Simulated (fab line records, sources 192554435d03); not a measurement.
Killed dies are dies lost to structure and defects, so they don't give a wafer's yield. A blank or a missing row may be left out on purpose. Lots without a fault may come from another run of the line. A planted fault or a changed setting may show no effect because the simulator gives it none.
Split-lot experiment | flow n5_finfet | 7 lots, 21 wafers read, on a route of 1938 steps

THE SPLIT
At N5_SDB_CUT_ETCH_26 (etches Si in HBr/Cl2/O2, target depth 129.6 nm, bt time 20 s, time 51.8 s), the setting icp_w was moved away from the recipe's 800 W on 8 of the 21 wafers read, by -12.5% to +15.7%. The other wafers ran this setting at the recipe's value.

The reading is taken at the split's own step.

THE READING
etch.depth_nm (the simulator's own value, which no gauge read), in nm, at N5_SDB_CUT_ETCH_26 (etches Si in HBr/Cl2/O2, target depth 129.6 nm, bt time 20 s, time 51.8 s). The file gives no usual value for it. The 13 wafers here that ran the recipe average 128.1 nm, standard deviation 2.3 nm.

wafer  | tool, chamber at the split | icp_w as run, W | against the recipe | etch.depth_nm, nm | against lot-mates on the recipe
L078.1 | rie_si-03, 3               | 800             | recipe             | 127.1             | -
L078.3 | rie_si-03, 1               | 800             | recipe             | 126.6             | -
L078.5 | rie_si-03, 3               | 800             | recipe             | 127.5             | -
L080.2 | rie_si-03, 1               | 746.2           | -6.7%              | 122.5             | no lot-mate on the recipe
L080.3 | rie_si-03, 3               | 746.2           | -6.7%              | 123.3             | no lot-mate on the recipe
L080.4 | rie_si-03, 0               | 746.2           | -6.7%              | 123.8             | no lot-mate on the recipe
L082.3 | rie_si-04, 1               | 800             | recipe             | 128.7             | -
L082.5 | rie_si-04, 3               | 800             | recipe             | 129.8             | -
L082.6 | rie_si-04, 0               | 800             | recipe             | 128.6             | -
L085.1 | rie_si-01, 2               | 800             | recipe             | 132.8             | -
L085.5 | rie_si-01, 3               | 800             | recipe             | 130.8             | -
L085.6 | rie_si-01, 2               | 699.6           | -12.5%             | 123.6             | -8.2
L089.3 | rie_si-04, 0               | 925.8           | +15.7%             | 137.9             | +9.8
L089.5 | rie_si-04, 1               | 800             | recipe             | 127.7             | -
L089.6 | rie_si-04, 0               | 800             | recipe             | 128.5             | -
L092.2 | rie_si-04, 1               | 848             | +6.0%              | 130.6             | +6.0
L092.5 | rie_si-04, 2               | 800             | recipe             | 123.1             | -
L092.6 | rie_si-04, 1               | 800             | recipe             | 126.1             | -
L094.1 | rie_si-04, 0               | 752.7           | -5.9%              | 125.2             | -2.5
L094.3 | rie_si-04, 1               | 800             | recipe             | 127.7             | -
L094.4 | rie_si-04, 3               | 752.7           | -5.9%              | 126.5             | -1.2

THE FIT
A straight line over all 21 wafers: etch.depth_nm changes by +0.544 nm for each +1% of icp_w; r = +0.83; the points scatter about the line by 2.1 nm.
The same after taking each lot's own level away (the mean of its wafers on the recipe; 18 wafers): +0.618 nm for each +1%; r = +0.95; scatter 1.1 nm.
On that fit, the largest move of icp_w shifts the reading by 9.7 nm.
The lots' own levels span 124.60 to 131.80 nm, that is 3.2 times the standard deviation above.
So the lot-to-lot level changes the slope: the two fits differ.
Check: with one of the wafers moved furthest among these (+15.7%) left out of the fit, the line predicts +10.3 nm for it against its lot-mates. It came out at +9.8 nm against them.

OTHER SPLITS ON THESE WAFERS
These wafers also went through other splits before the reading. Each is held against what the fit with the lots' levels taken away leaves over:
other split on the same wafers          | wafers away from the commonest value | r with etch.depth_nm (lot level and that fit taken away)
N5_ZERO_LAYER_COAT_05 spin_rpm          | 9                                    | -0.22
N5_ZERO_LAYER_DEVELOP_10 develop_time_s | 10                                   | -0.17
N5_FIN_SAQP_ETCH_65 time_s              | 2                                    | -0.43
N5_SD_EPI_N_COAT_32 spin_rpm            | 6                                    | -0.33
N5_SD_EPI_N_COAT_33 spin_rpm            | 4                                    | +0.02
N5_SD_EPI_P_COAT_34 spin_rpm            | 3                                    | +0.26
N5_SD_EPI_P_PEB_07 peb_time_s           | 10                                   | +0.01

THE WHOLE CHAIN: every reading that the file lists as answering this split, in the file's order
step               | what it does                                                              | reading                                                               | change (the file's fit)               | r (the file's)
N5_SDB_CUT_ETCH_26 | etches Si in HBr/Cl2/O2, target depth 129.6 nm, bt time 20 s, time 51.8 s | SDB.feature_depth_nm (the simulator's own value, which no gauge read) | +0.649 nm for each +1% of the setting | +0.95
N5_SDB_CUT_ETCH_26 | etches Si in HBr/Cl2/O2, target depth 129.6 nm, bt time 20 s, time 51.8 s | etch.depth_nm (the simulator's own value, which no gauge read)        | +0.641 nm for each +1% of the setting | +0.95

THE FILE'S OWN FIT
etch.depth_nm changes by +0.641 nm for each +1% of icp_w, r = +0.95.
